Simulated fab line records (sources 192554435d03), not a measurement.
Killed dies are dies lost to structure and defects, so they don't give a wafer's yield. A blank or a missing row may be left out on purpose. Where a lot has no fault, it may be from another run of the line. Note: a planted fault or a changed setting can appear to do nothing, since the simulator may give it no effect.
Lot-split experiment    flow n5 finfet    21 wafers read from 7 lots, route of 1938 steps

THE SPLIT ITSELF
At N5_SD_EPI_P_EPI_21 (deposits SiGe:B, time 355 s), the setting time s was moved away from the recipe's 355 s on 7 of the 21 wafers read, by -8.7% to +12.1%. For the rest of the wafers, this setting stayed at what the recipe calls for.

FROM THE SPLIT TO THE READING: what the file shows between them, 8 steps
- N5_SD_EPI_P_EPI_MEAS_23
- N5_SD_EPI_P_HM_STRIP_48: strips SiNx in H3PO4, material SiNx, target depth 3 nm
- N5_SD_EPI_P_SRD_49: time 30 s
- N5_SD_EPI_P_PRECLEAN_24: cleans in O3/DIW, time 45 s
- N5_SD_EPI_P_PRECLEAN_32: cleans in dHF, time 10 s
- N5_SD_EPI_P_PRECLEAN_33: cleans in SC2, time 45 s
- N5_SD_ACTIVATION_RTA_00: time 0 s
- N5_SD_ACTIVATION_LSA_01: time 0.0008 s

THE READING
RS_SD_P, in ohm/sq, at N5_SD_ACTIVATION_RS_MEAS_03 (measures by four-point-probe). On this fab line, fault-free wafers typically give 56.3 ohm/sq with a standard deviation of 0.81 ohm/sq.

wafer   tool, chamber at the split  time s as run, s  against the recipe  RS_SD_P, ohm/sq  against lot-mates on the recipe
L081.2  epi rpcvd-03, 0             355               recipe              55.8             -
L081.3  epi rpcvd-03, 0             355               recipe              56.0             -
L081.6  epi rpcvd-03, 0             355               recipe              55.5             -
L082.2  epi rpcvd-04, 0             355               recipe              56.6             -
L082.3  epi rpcvd-04, 0             392.8             +10.6%              53.4             -2.9
L082.5  epi rpcvd-04, 0             355               recipe              55.9             -
L087.1  epi rpcvd-02, 0             355               recipe              56.6             -
L087.3  epi rpcvd-02, 0             373.3             +5.2%               54.7             -1.9
L087.5  epi rpcvd-02, 0             373.3             +5.2%               55.2             -1.4
L088.1  epi rpcvd-04, 0             398               +12.1%              51.8             -4.8
L088.4  epi rpcvd-04, 0             398               +12.1%              51.7             -4.9
L088.5  epi rpcvd-04, 0             355               recipe              56.6             -
L089.3  epi rpcvd-03, 0             355               recipe              57.6             -
L089.4  epi rpcvd-03, 0             355               recipe              58.5             -
L089.5  epi rpcvd-03, 0             331.7             -6.6%               60.0             +2.0
L092.2  epi rpcvd-04, 0             324.2             -8.7%               59.6             +3.7
L092.5  epi rpcvd-04, 0             355               recipe              55.8             -
L092.6  epi rpcvd-04, 0             355               recipe              56.0             -
L096.3  epi rpcvd-03, 0             355               recipe              57.5             -
L096.4  epi rpcvd-03, 0             355               recipe              56.5             -
L096.5  epi rpcvd-03, 0             355               recipe              56.4             -

FIT RESULTS
A straight line over all 21 wafers: RS_SD_P changes by -0.376 ohm/sq for each +1% of time s; r = -0.93; the points scatter about the line by 0.77 ohm/sq.
The same after taking each lot's own level away (the mean of its wafers on the recipe; 21 wafers): -0.364 ohm/sq for each +1%; r = -0.98; scatter 0.44 ohm/sq.
Per that fit: largest time s move, reading shift of 4.4 ohm/sq.
The span of the lots' own levels, 55.77 to 58.05 ohm/sq, comes to 2.8 times the standard deviation stated above.
The two slopes are in agreement: the lot-to-lot level therefore moves the slope only a little.
Check: -4.23 ohm/sq against its lot-mates is what the line predicts for one of the wafers moved furthest among these (+12.1%) when that wafer is left out of the fit. Against them it came out at -4.8 ohm/sq.

THE WHOLE CHAIN: every reading that the file lists as answering this split, in the file's order
step                         what it does                                            reading                                                                            change (the file's fit)                r (the file's)
N5_SD_EPI_P_EPI_21           deposits SiGe:B, time 355 s                             SiGe-B_of_SD_EPI_P_EPI_21.thk nm (the simulator's own value, which no gauge read)  +0.406 nm for each +1% of the setting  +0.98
N5_SD_EPI_P_EPI_MEAS_23                                                              thk nm                                                                             withheld for each +1% of the setting   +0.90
N5_SD_EPI_P_HM_STRIP_48      strips SiNx in H3PO4, material SiNx, target depth 3 nm  SiGe-B_of_SD_EPI_P_EPI_21.thk nm (the simulator's own value, which no gauge read)  +0.393 nm for each +1% of the setting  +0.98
N5_SD_EPI_P_PRECLEAN_24      cleans in O3/DIW, time 45 s                             SiGe-B_of_SD_EPI_P_EPI_21.thk nm (the simulator's own value, which no gauge read)  +0.397 nm for each +1% of the setting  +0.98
N5_SD_ACTIVATION_RS_MEAS_03  measures by four-point-probe                            RS_SD_P                                                                            -0.353 for each +1% of the setting     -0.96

FILE'S OWN FIT
RS_SD_P changes by -0.353 ohm/sq for each +1% of time s, r = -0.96.
